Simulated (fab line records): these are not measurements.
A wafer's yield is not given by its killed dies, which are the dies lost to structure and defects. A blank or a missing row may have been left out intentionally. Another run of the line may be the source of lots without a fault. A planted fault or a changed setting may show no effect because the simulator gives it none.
fab line records + flow nand_harc
record:
- lots: 6
- wafers: 18
- last_day: 33
route steps=1302 shown A_CONTACT@1061 END@1302
lots that met no fault: taken from a fault-free run of the same line
start_h: the number of hours between the record's first day and the start of the first shown wafer of the lot + wait_h: hours since the lot's step before + " same as the row above + L1.1+2: a row that stands for several wafers + - no value present, or no start provided + * or withheld: withheld + < > ~ a bound
route shown NAME@n: names a module that has steps shown in the file, with the first one's number in the route + usual: mean/standard deviation taken from wafers without a fault + same: alike in all rows + chamber/n: place in a boat + sites: readings site by site + _std_site: how widely they spread, as a standard deviation + _edge_site: the outer-site mean with the inner-site mean subtracted + radius_mm: how far each site lies from the wafer's centre + mask NAME#n: copy n + behind: tool/chamber where the wafer was last shaped + hold: the reason the lot was held/the length of the hold in hours/how it ended + device: the transistor (n, p or np) that didn't switch + end of line: the same wafers' tests at the end of the route + a step with no rows: only its recipe + killed: at the first sort, the dies lost to defects and structure; wafer yield is something else + map: the dies of a wafer, with x for killed, . for not killed, _ for no die there
set.NAME: the setting that was run; set.NAME@STEP: the one run at that earlier step + model.NAME: the simulator's own value behind a step, which no gauge read
lots at some steps of the route; a table a step, a row a wafer
services: when a tool's chamber went out of use (start_h, in hours from the record's first day, below 0 if earlier), for how many hours, and the reason
== steps ==
step: NHARC_A_CONTACT_STRIP_104
recipe:
- cf4_flow_sccm: 100
- chf3_flow_sccm: 30
- ar_flow_sccm: 0
- bias_w: 0
- chemistry: CF4/CHF3
step: NHARC_A_CONTACT_STRIP_105
recipe:
- o2_flow_sccm: 400
- cos_flow_sccm: 20
- ar_flow_sccm: 0
- bias_w: 0
- chemistry: O2/COS
step: NHARC_A_CONTACT_ETCH_106
recipe:
- target_depth_a: 900
- overetch_a: 90
- time_s: 49.5
- ion_energy_ev: 100
- cf4_flow_sccm: 80
- o2_flow_sccm: 20
- ar_flow_sccm: 0
- rf_w: 300
- bias_w: 100
- chemistry: CF4/O2
usual:
- drypump_motor_current_A: 5.8/0.56
- oes_product_au: 1.005/0.009
- rf_vpp_V: 197.3/1.7
- showerhead_plenum_p_Torr: 1.31/0.071
- throttle_valve_pct: 13.396/0.0083
| lot.wafer | tool        | chamber | start_h | wait_h | drypump_motor_current_A | oes_product_au | rf_hours_counter_h | rf_vpp_V | showerhead_plenum_p_Torr | throttle_valve_pct |
|-----------|-------------|---------|---------|--------|-------------------------|----------------|--------------------|----------|--------------------------|--------------------|
| L684.2    | rie_diel-05 | 0       | 598.94  | 0.1    | 6.7                     | 0.990          | 1                  | 197.1    | 1.25                     | 13.389             |
| L684.3    | "           | 1       | "       | "      | 5.3                     | 0.998          | 1                  | 196.6    | 1.27                     | 13.391             |
| L684.5    | "           | 3       | "       | "      | 5.7                     | 0.998          | -                  | 194.0    | 1.25                     | 13.396             |
| L687.3    | rie_diel-01 | 0       | 621.00  | 0.1    | 6.0                     | 1.015          | 11                 | 197.4    | 1.26                     | 13.404             |
| L687.2    | "           | 2       | "       | "      | 5.0                     | 1.010          | 11                 | 198.3    | 1.34                     | 13.412             |
| L687.5    | "           | 3       | "       | "      | 6.3                     | 1.016          | -                  | 197.1    | 1.27                     | 13.380             |
| L690.2    | rie_diel-11 | 2       | 662.43  | 0.1    | 5.5                     | 0.995          | 11                 | 200.4    | 1.44                     | 13.393             |
| L690.1    | "           | 3       | "       | "      | 5.4                     | 1.004          | 16                 | 198.0    | 1.42                     | 13.382             |
| L690.6    | "           | 2       | "       | "      | 5.5                     | 0.999          | -                  | 200.1    | 1.44                     | 13.393             |
| L694.4    | rie_diel-01 | 0       | 718.27  | 0.1    | 6.0                     | 1.013          | 27                 | 195.6    | 1.26                     | 13.398             |
| L694.1    | "           | 2       | "       | "      | 4.9                     | 1.003          | 24                 | 199.8    | 1.34                     | 13.395             |
| L694.2    | "           | 3       | "       | "      | 6.3                     | 1.000          | 26                 | 196.2    | 1.27                     | 13.393             |
| L697.2    | rie_diel-01 | 1       | 722.64  | 0.1    | 5.0                     | 1.019          | 27                 | 198.4    | 1.43                     | 13.416             |
| L697.3    | "           | 3       | "       | "      | 6.3                     | 1.010          | 27                 | 196.1    | 1.27                     | 13.398             |
| L697.4    | "           | 3       | "       | "      | 6.3                     | 1.018          | -                  | 198.0    | 1.27                     | 13.398             |
| L696.4    | rie_diel-05 | 1       | 728.52  | 0.1    | 5.3                     | 1.005          | 44                 | 195.2    | 1.26                     | 13.384             |
| L696.1    | "           | 2       | "       | "      | 6.2                     | 1.010          | 45                 | 197.7    | 1.34                     | 13.415             |
| L696.3    | "           | 0       | "       | "      | 6.7                     | 0.999          | 38                 | 196.1    | 1.24                     | 13.401             |
step: NHARC_A_CONTACT_STRIP_82
recipe:
- o2_flow_sccm: 500
- ar_flow_sccm: 0
- bias_w: 0
- chemistry: O2
usual:
- drypump_motor_current_A: 5.8/0.57
- oes_product_au: 1.005/0.01
- rf_vpp_V: 57.6/0.88
- showerhead_plenum_p_Torr: 3.47/0.18
- throttle_valve_pct: 17.036/0.009
| lot.wafer | tool        | chamber | start_h | wait_h | drypump_motor_current_A | oes_product_au | rf_hours_counter_h | rf_vpp_V | showerhead_plenum_p_Torr | throttle_valve_pct |
|-----------|-------------|---------|---------|--------|-------------------------|----------------|--------------------|----------|--------------------------|--------------------|
| L684.3    | rie_diel-05 | 0       | -       | -      | 6.7                     | 0.993          | 1                  | 56.1     | 3.30                     | 17.032             |
| L684.2    | "           | 2       | "       | "      | 6.2                     | 0.999          | 2                  | 57.6     | 3.55                     | 17.024             |
| L684.5    | "           | 0       | "       | "      | 6.7                     | 0.994          | -                  | 58.5     | 3.30                     | 17.028             |
| L687.3    | rie_diel-01 | 0       | -       | -      | 6.0                     | 1.017          | 11                 | 55.6     | 3.34                     | 17.046             |
| L687.2    | "           | 1       | "       | "      | 5.0                     | 1.013          | 11                 | 59.1     | 3.78                     | 17.019             |
| L687.5    | "           | 0       | "       | "      | 6.0                     | 1.015          | -                  | 57.9     | 3.34                     | 17.044             |
| L690.1    | rie_diel-11 | 3       | -       | -      | 5.4                     | 0.999          | 16                 | 59.1     | 3.73                     | 17.042             |
| L690.2    | "           | 1       | "       | "      | 5.8                     | 1.001          | 16                 | 58.2     | 3.38                     | 17.037             |
| L690.6    | "           | 3       | "       | "      | 5.4                     | 1.015          | -                  | 57.5     | 3.73                     | 17.023             |
| L694.1    | rie_diel-01 | 2       | -       | -      | 4.9                     | 1.008          | 24                 | 56.7     | 3.53                     | 17.024             |
| L694.2    | "           | 3       | "       | "      | 6.3                     | 1.016          | 26                 | 58.1     | 3.36                     | 17.021             |
| L694.4    | "           | 0       | "       | "      | 6.0                     | 1.009          | 27                 | 55.9     | 3.33                     | 17.032             |
| L697.2    | rie_diel-01 | 1       | -       | -      | 4.9                     | 1.027          | 27                 | 58.7     | 3.78                     | 17.024             |
| L697.3    | "           | 3       | "       | "      | 6.3                     | 1.018          | 27                 | 56.8     | 3.36                     | 17.034             |
| L697.4    | "           | 3       | "       | "      | 6.3                     | 1.018          | -                  | 57.1     | 3.36                     | 17.029             |
| L696.4    | rie_diel-05 | 0       | -       | -      | 6.7                     | 1.003          | 38                 | 56.1     | 3.28                     | 17.054             |
| L696.1    | "           | 2       | "       | "      | 6.2                     | 1.009          | 45                 | 57.9     | 3.53                     | 17.029             |
| L696.3    | "           | 3       | "       | "      | 5.8                     | 1.005          | 44                 | 56.8     | 3.28                     | 17.032             |
step: NHARC_A_CONTACT_STRIP_83
recipe:
- time_s: 600
- temp_c: 30
- chemistry: post_etch_residue_remover
step: NHARC_A_CONTACT_DEP_84
recipe:
- target_thk_a: 28000
- temp_c: 400
- material: aC
usual:
- susceptor_temp_C: 399.98/0.21
- throttle_valve_pct: 34.999/0.0093
| lot.wafer | tool       | chamber | start_h | wait_h | susceptor_temp_C | throttle_valve_pct |
|-----------|------------|---------|---------|--------|------------------|--------------------|
| L684.2    | acl_dep-01 | 0       | 600.44  | -      | 399.85           | 34.998             |
| L684.3    | "          | 0       | "       | "      | 399.90           | 35.001             |
| L684.5    | "          | 0       | "       | "      | 399.73           | 34.997             |
| L687.2    | acl_dep-03 | 0       | 623.05  | -      | -                | 34.995             |
| L687.3    | "          | 0       | "       | "      | -                | 35.000             |
| L687.5    | "          | 0       | "       | "      | -                | 34.986             |
| L690.1    | acl_dep-02 | 0       | 663.09  | -      | 400.14           | 35.001             |
| L690.2    | "          | 0       | "       | "      | 399.84           | 34.998             |
| L690.6    | "          | 0       | 664.54  | -      | 400.12           | 34.999             |
| L694.1    | acl_dep-02 | 0       | 722.70  | -      | -                | 35.022             |
| L694.2    | "          | 0       | "       | "      | -                | 34.995             |
| L694.4    | "          | 0       | "       | "      | -                | 34.998             |
| L697.2    | acl_dep-02 | 0       | 724.67  | -      | -                | 35.003             |
| L697.3    | "          | 0       | "       | "      | -                | 34.973             |
| L697.4    | "          | 0       | "       | "      | -                | 34.988             |
| L696.1    | acl_dep-01 | 0       | 729.93  | -      | -                | 34.989             |
| L696.3    | "          | 0       | "       | "      | -                | 34.986             |
| L696.4    | "          | 0       | "       | "      | -                | 35.008             |
step: NHARC_A_CONTACT_DEP_85
recipe:
- target_thk_a: 600
- target_thk_nm: 60
- temp_c: 400
- pressure_torr: 3.5
- flow_sccm: 200
- rf_w: 350
- material: SiON
usual:
- chamber_pressure_Torr: 3.500/0.0077
- heater_power_w: 752/92
- susceptor_temp_C: 400.00/0.26
| lot.wafer | tool     | chamber | start_h | wait_h | chamber_pressure_Torr | heater_power_w | since_wet_clean_h | susceptor_temp_C |
|-----------|----------|---------|---------|--------|-----------------------|----------------|-------------------|------------------|
| L684.2    | pecvd-03 | 1       | 601.90  | 1.2    | 3.501                 | 720            | 41                | 399.81           |
| L684.3    | "        | 0       | "       | "      | 3.501                 | 559            | -                 | 399.76           |
| L684.5    | "        | 0       | "       | "      | 3.503                 | 554            | -                 | 400.05           |
| L687.2    | pecvd-03 | 0       | 624.50  | 1.2    | 3.505                 | 602            | 64                | 400.24           |
| L687.3    | "        | 1       | "       | "      | 3.505                 | 821            | 64                | 399.78           |
| L687.5    | "        | 0       | "       | "      | 3.506                 | 602            | -                 | 400.13           |
| L690.1    | pecvd-04 | 1       | 664.85  | 1.5    | 3.499                 | 841            | 14                | 400.38           |
| L690.2    | "        | 2       | "       | "      | 3.498                 | 767            | 14                | 399.73           |
| L690.6    | "        | 2       | "       | "      | 3.493                 | 766            | -                 | 400.14           |
| L694.1    | pecvd-02 | 0       | 724.41  | 1.4    | 3.505                 | 553            | 121               | 400.41           |
| L694.2    | "        | 1       | "       | "      | 3.504                 | 842            | 121               | 400.47           |
| L694.4    | "        | 0       | "       | "      | 3.507                 | 563            | -                 | 400.28           |
| L697.2    | pecvd-04 | 2       | 726.11  | 1.2    | 3.494                 | 777            | 75                | 399.79           |
| L697.3    | "        | 0       | "       | "      | 3.492                 | 800            | 75                | 400.69           |
| L697.4    | "        | 0       | "       | "      | 3.499                 | 779            | -                 | 399.97           |
| L696.1    | pecvd-04 | 0       | 731.69  | 1.5    | 3.500                 | 768            | 81                | 400.37           |
| L696.3    | "        | 1       | "       | "      | 3.517                 | 848            | 81                | 399.92           |
| L696.4    | "        | 0       | "       | "      | 3.497                 | 772            | -                 | 400.09           |
step: NHARC_A_CONTACT_DEHYDRATE_00
recipe:
- temp_c: 150
- time_s: 120
step: NHARC_A_CONTACT_HMDS_01
recipe:
- time_s: 30
step: NHARC_A_CONTACT_COAT_86
recipe:
- temp_c: 260
- time_s: 75
step: NHARC_A_CONTACT_COAT_87
recipe:
- temp_c: 225
- time_s: 65
step: NHARC_A_CONTACT_COAT_02
recipe:
- spin_rpm: 1500
- resist_thk_nm: 90
step: NHARC_A_CONTACT_SOFTBAKE_03
recipe:
- temp_c: 105
- time_s: 55
usual:
- heater_power_total_W: 188.46/0.14
| lot.wafer | tool           | chamber | start_h | wait_h | heater_power_total_W |
|-----------|----------------|---------|---------|--------|----------------------|
| L684.2    | litho_track-01 | 0       | 602     | -      | 208.41               |
| L684.3    | "              | 0       | "       | "      | 208.24               |
| L684.5    | "              | 0       | "       | "      | 208.39               |
| L687.2    | litho_track-01 | 0       | 624     | -      | 208.63               |
| L687.3    | "              | 0       | "       | "      | 208.19               |
| L687.5    | "              | 0       | "       | "      | 208.22               |
| L690.1    | litho_track-06 | 0       | 665     | -      | 188.47               |
| L690.2    | "              | 0       | "       | "      | 188.34               |
| L690.6    | "              | 0       | "       | "      | 188.47               |
| L694.1    | litho_track-06 | 0       | 724     | -      | 188.59               |
| L694.2    | "              | 0       | "       | "      | 188.51               |
| L694.4    | "              | 0       | "       | "      | 188.54               |
| L697.2    | litho_track-01 | 0       | 726     | -      | 188.70               |
| L697.3    | "              | 0       | "       | "      | 188.51               |
| L697.4    | "              | 0       | "       | "      | 188.59               |
| L696.1    | litho_track-06 | 0       | 731     | -      | 188.38               |
| L696.3    | "              | 0       | "       | "      | 188.47               |
| L696.4    | "              | 0       | "       | "      | 188.59               |
step: NHARC_A_CONTACT_EBR_04
step: NHARC_END_SORT_01
recipe:
- temp_c: 25
usual:
- killed_at_array: 62/15
- killed_at_other: 0.8/1
- killed_at_periphery: 3.7/2.6
- killed_dies: 66/15
- killed_open: 3.1/1.8
- killed_short: 2.6/1.7
same:
- gross_dies: 677
| lot.wafer | tool      | chamber | start_h | wait_h | killed_at_array | killed_at_other | killed_at_periphery | killed_dies | killed_open | killed_short |
|-----------|-----------|---------|---------|--------|-----------------|-----------------|---------------------|-------------|-------------|--------------|
| L687.2    | prober-01 | 0       | 675.37  | 2.8    | 40              | 2               | 2                   | 44          | 2           | 2            |
| L687.3    | prober-01 | 0       | 676.16  | 3.1    | 42              | 1               | 4                   | 47          | 1           | 6            |
| L687.5    | prober-01 | 0       | 677.75  | 3.7    | 53              | 1               | 4                   | 58          | 4           | 6            |
| L690.1    | prober-01 | 0       | 713.84  | 2.5    | 54              | 3               | 3                   | 60          | 3           | 2            |
| L690.2    | prober-01 | 0       | 714.64  | 2.8    | 46              | 0               | 0                   | 46          | 2           | 3            |
| L690.6    | prober-01 | 0       | 717.83  | 4.0    | 52              | 2               | 3                   | 57          | 6           | 4            |
| L696.3    | prober-02 | 0       | 784.61  | 3.1    | 74              | 0               | 2                   | 76          | 3           | 3            |
killed by level:class
L687.2 A_CHANNEL_HOLE_D1:chamber_film_flake=25 A_SGD_CUT:chamber_film_flake=3 A_CONTACT:chamber_film_flake=3 P_GATE:chamber_film_flake=2 A_SLIT:chamber_film_flake=2 A_ONON_D2:geometric_particle:short=1 A_CHANNEL_HOLE_D2:geometric_particle:short=1 A_BLC:geometric_particle:open=1
L687.3 A_CHANNEL_HOLE_D1:chamber_film_flake=25 A_CONTACT:chamber_film_flake=5 A_WL_FILL:geometric_particle:short=2 P_GATE:chamber_film_flake=2 A_CHANNEL_HOLE_D2:chamber_film_flake=2 A_STAIRCASE:chamber_film_flake=2 P_M1:geometric_particle:short=1 P_M2:geometric_particle:short=1
L687.5 A_CHANNEL_HOLE_D1:chamber_film_flake=27 A_CONTACT:chamber_film_flake=5 A_CHANNEL_HOLE_D2:chamber_film_flake=3 A_WL_FILL:chamber_film_flake=3 A_M1:chamber_film_flake=3 P_M0:geometric_particle:short=2 A_DECK1_JOINT:chamber_film_flake=2 A_CHANNEL_HOLE_D1:geometric_particle:open=1
L690.1 A_CHANNEL_HOLE_D1:chamber_film_flake=31 A_STAIRCASE:chamber_film_flake=7 A_SLIT:chamber_film_flake=4 A_CONTACT:chamber_film_flake=3 A_BLC:chamber_film_flake=3 THIN_TSV:chamber_film_flake=3 P_M0:geometric_particle:open=1 A_ONON_D1:geometric_particle:short=1
L690.2 A_CHANNEL_HOLE_D1:chamber_film_flake=23 A_SLIT:chamber_film_flake=4 A_STAIRCASE:chamber_film_flake=4 A_CONTACT:chamber_film_flake=3 A_BLC:chamber_film_flake=3 A_CHANNEL_FILL_D2:chamber_film_flake=2 A_CHANNEL_FILL_D1:geometric_particle:open=1 A_CHANNEL_HOLE_D2:geometric_particle:short=1
L690.6 A_CHANNEL_HOLE_D1:chamber_film_flake=32 A_CONTACT:chamber_film_flake=3 A_CHANNEL_FILL_D2:geometric_particle:short=2 A_BLC:geometric_particle:open=2 P_GATE:chamber_film_flake=2 A_ZERO_WELL:chamber_film_flake=2 A_STAIRCASE:chamber_film_flake=2 A_SLIT:chamber_film_flake=2
L696.3 A_CHANNEL_HOLE_D2:chamber_film_flake=28 A_CHANNEL_HOLE_D1:chamber_film_flake=14 A_SLIT:chamber_film_flake=8 A_STAIRCASE:chamber_film_flake=7 A_CONTACT:chamber_film_flake=6 A_CHANNEL_FILL_D1:chamber_film_flake=2 A_WL_FILL:chamber_film_flake=2 P_CONTACT:geometric_particle:open=1
== services ==
| tool           | chamber | start_h | hours | kind   |
|----------------|---------|---------|-------|--------|
| rie_diel-11    | 2       | 580.32  | 2.7   | repair |
| rie_diel-05    | -       | 583.66  | 9.0   | pm     |
| pecvd-02       | -       | 590.01  | 13.0  | pm     |
| rie_diel-01    | 0       | 591.32  | -     | clean  |
| rie_diel-01    | 1       | 591.32  | -     | clean  |
| rie_diel-01    | 2       | 591.32  | -     | clean  |
| rie_diel-01    | 3       | 591.32  | -     | clean  |
| pecvd-03       | 2       | 598.88  | 3.7   | repair |
| rie_diel-11    | -       | 610.70  | 9.0   | pm     |
| acl_dep-02     | -       | 612.18  | 13.0  | pm     |
| rie_diel-01    | 0       | 615.82  | -     | clean  |
| rie_diel-01    | 1       | 615.82  | -     | clean  |
| rie_diel-01    | 2       | 615.82  | -     | clean  |
| rie_diel-01    | 3       | 615.82  | -     | clean  |
| rie_diel-05    | 0       | 624.22  | 17.4  | repair |
| pecvd-04       | -       | 638.13  | 13.0  | pm     |
| rie_diel-11    | 2       | 643.46  | 6.4   | repair |
| acl_dep-03     | -       | 663.42  | 13.0  | pm     |
| pecvd-04       | 2       | 670.94  | 4.8   | repair |
| litho_track-01 | -       | 680.00  | 7.0   | pm     |
| litho_track-06 | -       | 704.00  | 7.0   | pm     |
| pecvd-02       | 0       | 704.68  | 9.6   | repair |
| pecvd-02       | 2       | 714.10  | 12.9  | repair |
| pecvd-03       | -       | 728.81  | 13.0  | pm     |
== key ==
first_sign:
- step: NHARC_A_CONTACT_SOFTBAKE_03
- reading: heater_power_total_W
- direction: up
- sigmas: 99+
- usual: *
- struck: *
effect none on later readings
met_at NHARC_A_CONTACT_SOFTBAKE_03
struck_wafers L684.2,L684.3,L684.5,L687.2,L687.3,L687.5
tester_left_out L684,L687
fault:
- kind: process_parameter_drift
- tool: litho_track-01
- chamber: -
- onset_h: 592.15
- steps: NHARC_A_CONTACT_SOFTBAKE_03
- channel: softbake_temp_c
- offset: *
- shape: step
- end_h: 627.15
- acts_in: *
- stated: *
tester_left_out: of these lots the tester's yield and bins aren't shown, on N5 and GAA mostly nor the transistor test; their killed dies are dies lost to structure and defects alone, not to doping, threshold or leakage, so they don't give the yield
